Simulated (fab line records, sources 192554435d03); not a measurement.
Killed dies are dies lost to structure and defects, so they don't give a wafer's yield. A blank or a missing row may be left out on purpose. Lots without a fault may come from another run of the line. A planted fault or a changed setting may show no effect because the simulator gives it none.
fab line records | flow n5_finfet
record lots=5 wafers=15 last_day=18
route steps=1938 shown HKMG_FIN@390 BEOL_M4@1111
lots that met no fault: from a run of the same line without faults
start_h: hours from the record's first day to the start of the lot's first wafer shown | wait_h: hours since the lot's step before | " the same as in the row above | L1.1+2: a row that stands for several wafers | - no value, or no start given | * or withheld: withheld | < > ~ a bound
route shown NAME@n: a module of which the file shows steps, and the number in the route of the first | usual: mean/standard deviation of fault-free wafers | same: alike in all rows | chamber/n: place in a boat | sites: the reading at each site | _std_site: their standard deviation | _edge_site: outer sites' mean less inner sites' | radius_mm: how far each site lies from the wafer's centre | mask NAME#n: copy n | behind: the tool/chamber that last shaped the wafer | hold: why the lot was held/for how many hours/how that ended | device: the transistor (n, p or np) that didn't switch | end of line: the same wafers' tests at the end of the route | a step without rows: its recipe alone | killed: dies lost to structure and defects at the first sort, not the wafer's yield | map: a wafer's dies, x killed, . not, _ none there
set.NAME: the setting as run; set.NAME@STEP: as run at that earlier step | model.NAME: the simulator's own value behind a step, which no gauge read
lots at some steps of the route; a table a step, a row a wafer
services: from which hour (start_h, from the record's first day; less than 0 if before it) a tool's chamber was out of use, for how many hours, and why
## steps
# step N5_HKMG_FIN_COAT_41
# recipe resist=SOC temp_c=250 time_s=60 spin_rpm=1500 resist_thk_nm=300
# step N5_HKMG_FIN_COAT_42
# recipe resist=SiARC temp_c=220 time_s=60 spin_rpm=1500 resist_thk_nm=35
# step N5_HKMG_FIN_COAT_43
# recipe resist=CAR-ArF spin_rpm=1500 resist_thk_nm=90
# step N5_HKMG_FIN_EBR_45
# recipe solvent=PGMEA ebr_width_mm=1.5
# step N5_HKMG_FIN_SOFTBAKE_44
# recipe temp_c=110 time_s=60 resist=CAR-ArF
# step N5_HKMG_FIN_EXPOSE_46
# recipe mask_id=NDIPOLE na=1.35 source_shape=conventional sigma_outer=0.8 polarization=unpolarized dose_mj=40
# step N5_HKMG_FIN_PEB_47
# recipe peb_temp_c=withheld peb_time_s=60 resist=CAR-ArF
# step N5_HKMG_FIN_DEVELOP_48
# recipe develop_time_s=30 developer=TMAH resist=CAR-ArF rinse_liquid=diw dry=air_spin dev_temp_c=23
# step N5_HKMG_FIN_CD_MEAS_49
# recipe target_cd_nm=202 landing_energy_ev=500 detector=se_inlens polarity=opening
# usual cd_nm=201.6/0.85
# columns lot.wafer tool chamber start_h wait_h cd_nm
L754.1 cd_sem-03 0 104.04 - 201.4
L754.3 " 0 " " 202.1
L754.6 " 0 " " 201.5
L756.3 cd_sem-01 0 109.82 - 202.1
L756.4 " 0 " " 202.5
L756.5 " 0 " " 203.6
L766.2 cd_sem-02 0 170.26 - 200.3
L766.3 " 0 " " 202.0
L766.4 " 0 " " 200.3
L769.1 cd_sem-03 0 186.97 - 201.7
L769.2 " 0 " " 201.7
L769.6 " 0 " " 201.7
L773.2 cd_sem-01 0 212.84 - 202.3
L773.3 " 0 " " 201.1
L773.6 " 0 " " 202.4
# step N5_HKMG_FIN_OVL_MEAS_50
# recipe points_per_wafer=44
# usual NDIPOLE_OVL=-0.1/0.71
# columns lot.wafer tool chamber start_h wait_h NDIPOLE_OVL[nm]
L754.1 overlay-02 0 104.07 0.0 -1.1
L754.3 " 0 " " -1.6
L754.6 " 0 " " -0.8
L756.3 overlay-01 0 109.85 0.0 -0.2
L756.4 " 0 " " -1.1
L756.5 " 0 " " -1.0
L766.2 overlay-02 0 170.29 0.0 0.0
L766.3 " 0 " " -0.1
L766.4 " 0 " " 1.0
L769.1 overlay-01 0 187.00 0.0 0.3
L769.2 " 0 " " 0.4
L769.6 " 0 " " -0.5
L773.2 overlay-02 0 212.86 0.0 -0.4
L773.3 " 0 " " 1.9
L773.6 " 0 " " 0.9
# step N5_HKMG_FIN_INSPECT_61
# recipe mode=adi inspect_instrument=macro
# usual raw_defect_count=2.1/1.4
# columns lot.wafer tool chamber start_h wait_h raw_defect_count
L754.1 defect_inspect-02 - 104.10 0.0 1
L754.3 " - " " 1
L754.6 " - " " 3
L756.3 defect_inspect-01 - 109.87 0.0 1
L756.4 " - " " 1
L756.5 " - " " 2
L766.2 defect_inspect-02 - 170.31 0.0 3
L766.3 " - " " 3
L766.4 " - " " 1
L769.1 defect_inspect-02 - 187.03 0.0 3
L769.2 " - " " 2
L769.6 " - " " 1
L773.2 defect_inspect-01 - 212.89 0.0 2
L773.3 " - " " 2
L773.6 " - " " 2
# step N5_HKMG_FIN_DESCUM_53
# recipe chemistry=O2 time_s=7.9 source_power_w=50 bias_power_w=20 pressure_mtorr=20 rf_frequency_hz=2.712e+07 temp_c=40 resist=CAR-ArF o2_flow_sccm=225
# usual drypump_motor_current_A=5.8/0.34 oes_product_au=0.79/0.096 rf_vpp_V=243.2/1.5 showerhead_plenum_p_Torr=2.10/0.08 temp_c=40.00/0.11 throttle_valve_pct=20.45/0.2
# columns lot.wafer tool chamber start_h wait_h drypump_motor_current_A oes_product_au rf_hours_counter_h rf_vpp_V showerhead_plenum_p_Torr temp_c throttle_valve_pct
L754.1 rie_diel-01 1 104.13 0.0 5.9 0.83 75 244.3 2.23 39.98 20.39
L754.3 " 2 " " 6.1 0.69 240 243.8 2.13 39.95 20.49
L754.6 " 2 " " 6.1 0.70 - 245.7 2.13 39.95 20.47
L756.3 rie_diel-01 1 110.35 0.5 5.9 0.83 78 245.2 2.23 40.03 20.39
L756.4 " 3 " " 5.1 0.66 236 241.7 1.97 40.00 20.57
L756.5 " 3 " " 5.1 0.66 - 242.6 1.97 39.84 20.58
L766.2 rie_diel-01 0 170.82 0.5 6.2 0.77 121 243.6 2.08 39.96 20.40
L766.3 " 2 " " 6.2 0.97 11 244.9 2.12 40.12 20.26
L766.4 " 2 " " 6.2 0.97 - 243.2 2.12 40.07 20.25
L769.1 rie_diel-03 0 188.16 1.1 5.6 0.70 198 244.0 2.16 40.12 20.84
L769.2 " 2 " " 5.7 0.76 170 243.3 2.00 39.99 20.38
L769.6 " 0 " " 5.5 0.71 - 244.0 2.16 39.87 20.83
L773.2 rie_diel-03 3 213.19 0.3 5.6 0.83 76 243.4 2.12 39.92 20.32
L773.3 " 2 " " 5.7 0.74 179 240.9 2.00 40.19 20.37
L773.6 " 1 " " 5.4 0.69 - 240.8 1.97 39.81 20.59
# step N5_HKMG_FIN_ETCH_54
# recipe chemistry=CF4 target=SiARC target_depth_a=455 mask_material=CAR-ArF time_s=75.8 ion_energy_ev=80 pressure_mtorr=40 source_w=545 bias_w=36 Ar_flow_sccm=100 cf4_flow_sccm=100 ends=cleared
# usual drypump_motor_current_A=5.8/0.34 etch_rf_on_time_s=74.2/2.3 mfc_ar_sccm=100.00/0.27 oes_product_au=0.69/0.083 rf_fwd_power_W=537.9/2.3 rf_vpp_V=184.2/1.1 showerhead_plenum_p_Torr=2.15/0.068 throttle_valve_pct=15.68/0.25
# columns lot.wafer tool chamber start_h wait_h drypump_motor_current_A etch_rf_on_time_s mfc_ar_sccm oes_product_au rf_fwd_power_W rf_hours_counter_h rf_vpp_V showerhead_plenum_p_Torr throttle_valve_pct
L754.1 rie_diel-01 1 104.17 0.0 5.9 77.6 99.85 0.70 537.6 75 186.0 2.23 15.32
L754.3 " 2 " " 6.2 78.5 99.86 0.59 533.9 240 184.7 2.21 15.93
L754.6 " 2 " " 6.2 78.9 99.82 0.59 533.7 - 185.9 2.21 15.94
L756.3 rie_diel-01 1 110.39 0.0 5.9 76.7 100.34 0.70 535.0 78 184.6 2.23 15.32
L756.4 " 3 " " 5.1 75.8 100.40 0.58 540.9 236 182.5 2.02 15.76
L756.5 " 3 " " 5.1 75.6 99.96 0.57 543.2 - 182.2 2.02 15.78
L766.2 rie_diel-01 0 170.85 0.0 6.2 47.5 99.96 0.90 865.0 121 158.2 2.17 15.80
L766.3 " 2 " " 6.2 72.8 100.23 0.83 533.9 11 184.0 2.20 15.52
L766.4 " 2 " " 6.2 72.6 99.55 0.84 532.5 - 185.3 2.20 15.52
L769.1 rie_diel-03 0 188.19 0.0 5.6 72.8 99.94 0.61 537.0 198 185.5 2.20 16.03
L769.2 " 2 " " 5.7 74.1 100.27 0.64 530.9 170 183.5 2.06 15.65
L769.6 " 0 " " 5.6 72.5 99.68 0.61 537.6 - 185.9 2.20 16.02
L773.2 rie_diel-03 3 213.23 0.0 5.6 70.4 99.99 0.72 542.5 76 185.0 2.17 15.48
L773.3 " 2 " " 5.7 74.7 100.06 0.63 537.3 179 184.2 2.06 15.68
L773.6 " 1 " " 5.4 72.7 100.13 0.61 535.7 - 182.4 2.04 15.93
# step N5_HKMG_FIN_ETCH_55
# recipe chemistry=N2/H2 target=SOC target_depth_a=2400 temp_c=40 time_s=300 ion_energy_ev=200 mask_material=SiARC pressure_mtorr=30 source_w=840 bias_w=150 n2_flow_sccm=200 h2_flow_sccm=200
# usual drypump_motor_current_A=5.8/0.35 h2_flow_sccm=200.0/0.67 oes_product_au=0.81/0.1 rf_fwd_power_W=837.3/2.5 rf_vpp_V=524.2/2.4 showerhead_plenum_p_Torr=2.54/0.085 temp_c=40.00/0.11 throttle_valve_pct=17.84/0.29
# columns lot.wafer tool chamber start_h wait_h drypump_motor_current_A h2_flow_sccm oes_product_au rf_fwd_power_W rf_hours_counter_h rf_vpp_V showerhead_plenum_p_Torr temp_c throttle_valve_pct
L754.1 rie_diel-01 1 104.93 0.7 5.9 200.1 0.82 840.3 75 527.1 2.67 39.94 17.54
L754.3 " 2 " " 6.2 199.8 0.68 837.7 240 525.5 2.60 40.07 17.99
L754.6 " 2 " " 6.2 200.0 0.68 842.1 - 526.5 2.60 40.06 17.99
L756.3 rie_diel-01 1 110.44 0.0 6.0 200.3 0.82 833.1 78 527.5 2.67 40.20 17.57
L756.4 " 3 " " 5.1 200.0 0.67 833.6 237 520.8 2.40 39.89 18.01
L756.5 " 3 " " 5.1 199.4 0.67 837.4 - 520.7 2.40 40.11 18.01
L766.2 rie_diel-01 0 170.91 0.0 6.2 199.9 0.82 837.4 121 524.1 2.54 39.91 17.80
L766.3 " 2 " " 6.2 199.7 0.98 839.3 11 527.0 2.59 39.89 17.67
L766.4 " 2 " " 6.2 199.5 0.98 840.1 - 526.2 2.59 39.97 17.68
L769.1 rie_diel-03 0 188.25 0.0 5.6 199.1 0.71 838.9 198 528.3 2.62 40.01 18.21
L769.2 " 2 " " 5.7 201.1 0.75 838.4 170 521.6 2.44 39.83 17.92
L769.6 " 0 " " 5.6 199.5 0.71 835.3 - 526.6 2.62 40.10 18.22
L773.2 rie_diel-03 3 213.28 0.0 5.6 200.3 0.85 844.3 76 524.5 2.57 40.00 17.69
L773.3 " 2 " " 5.7 200.3 0.74 839.7 179 520.5 2.43 40.07 17.94
L773.6 " 1 " " 5.4 200.3 0.71 838.4 - 519.5 2.37 39.98 17.89
# step N5_BEOL_M4_RC_MEAS_101
# usual DIBL_N=35.4/2.1 DIBL_P=34.8/2.6 IOFF_N=0.15/0.037 IOFF_P=0.19/0.037 ION_N=677/16 ION_P=462/9.3 SS_N=71.4/0.75 SS_P=72.9/0.77 VT_N=250/3.7 VT_P=-251/3.5
# columns lot.wafer tool chamber start_h wait_h DIBL_N[mV/V] DIBL_P[mV/V] IOFF_N[nA/um] IOFF_P[nA/um] ION_N[uA/um] ION_P[uA/um] SS_N[mV/dec] SS_P[mV/dec] VT_N[mV] VT_P[mV]
L754.1 prober-02 0 200.79 0.0 36.0 33.9 0.17 0.18 674 453 72.1 73.6 247 -253
L754.3 " 0 " " 33.0 32.1 0.12 0.16 663 454 71.1 72.6 253 -252
L754.6 " 0 " " 34.7 34.8 0.16 0.20 696 471 71.1 73.2 246 -249
L756.3 prober-01 0 203.27 0.8 36.7 35.9 0.16 0.18 679 456 71.4 73.5 249 -254
L756.4 " 0 " " 36.7 36.0 0.17 0.19 693 467 72.0 72.7 248 -254
L756.5 " 0 " " 33.3 31.7 0.11 0.13 660 448 70.5 72.2 255 -258
L766.2 prober-01 0 278.99 0.2 38.0 38.3 0.19 0.24 682 472 72.1 73.5 248 -247
L766.3 " 0 " " 34.9 35.8 0.13 0.20 669 461 71.0 73.3 251 -250
L766.4 " 0 " " 38.2 35.7 0.21 0.19 662 452 73.7 72.4 251 -252
L769.1 prober-01 0 286.34 0.0 35.6 35.4 0.15 0.19 678 460 72.1 72.7 250 -251
L769.2 " 0 " " 34.9 35.1 0.15 0.18 677 463 71.4 72.9 250 -250
L769.6 " 0 " " 34.7 34.9 0.14 0.19 680 466 71.5 73.0 248 -251
L773.2 prober-02 0 326.19 0.2 36.8 37.0 0.18 0.19 703 462 72.1 73.5 248 -252
L773.3 " 0 " " 34.6 36.3 0.15 0.20 689 468 71.3 72.6 247 -252
L773.6 " 0 " " 33.5 32.9 0.12 0.15 680 463 71.7 72.2 251 -256
## services
# columns tool chamber start_h hours kind
rie_diel-01 - 87.14 1.0 repair
rie_diel-01 2 134.57 - clean
rie_diel-01 2 134.57 - consumable_replace:esc
rie_diel-01 2 134.57 - consumable_replace:focus_ring
rie_diel-01 2 134.57 18.7 scheduled_down
rie_diel-01 2 134.57 18.7 vent_cycle
rie_diel-01 - 141.22 1.0 repair
rie_diel-03 3 149.91 2.5 repair
rie_diel-01 3 153.44 - clean
rie_diel-01 3 153.44 - consumable_replace:focus_ring
rie_diel-01 3 153.44 - consumable_replace:showerhead
rie_diel-01 3 153.44 27.5 scheduled_down
rie_diel-01 3 153.44 27.5 vent_cycle
## key
first_sign step=N5_HKMG_FIN_ETCH_54 reading=rf_fwd_power_W direction=up sigmas=99+ usual=* struck=*
effect step=N5_HKMG_FIN_ETCH_54 reading=rf_vpp_V direction=down sigmas=23 usual=184.2 struck=158.2
met_at N5_HKMG_FIN_ETCH_54
struck_wafers L766.2
fault kind=process_parameter_drift tool=rie_diel-01 chamber=0 onset_h=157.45 steps=N5_HKMG_FIN_ETCH_54 channel=source_w offset=327 shape=step end_h=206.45 acts_in=these_recipes_only stated=545
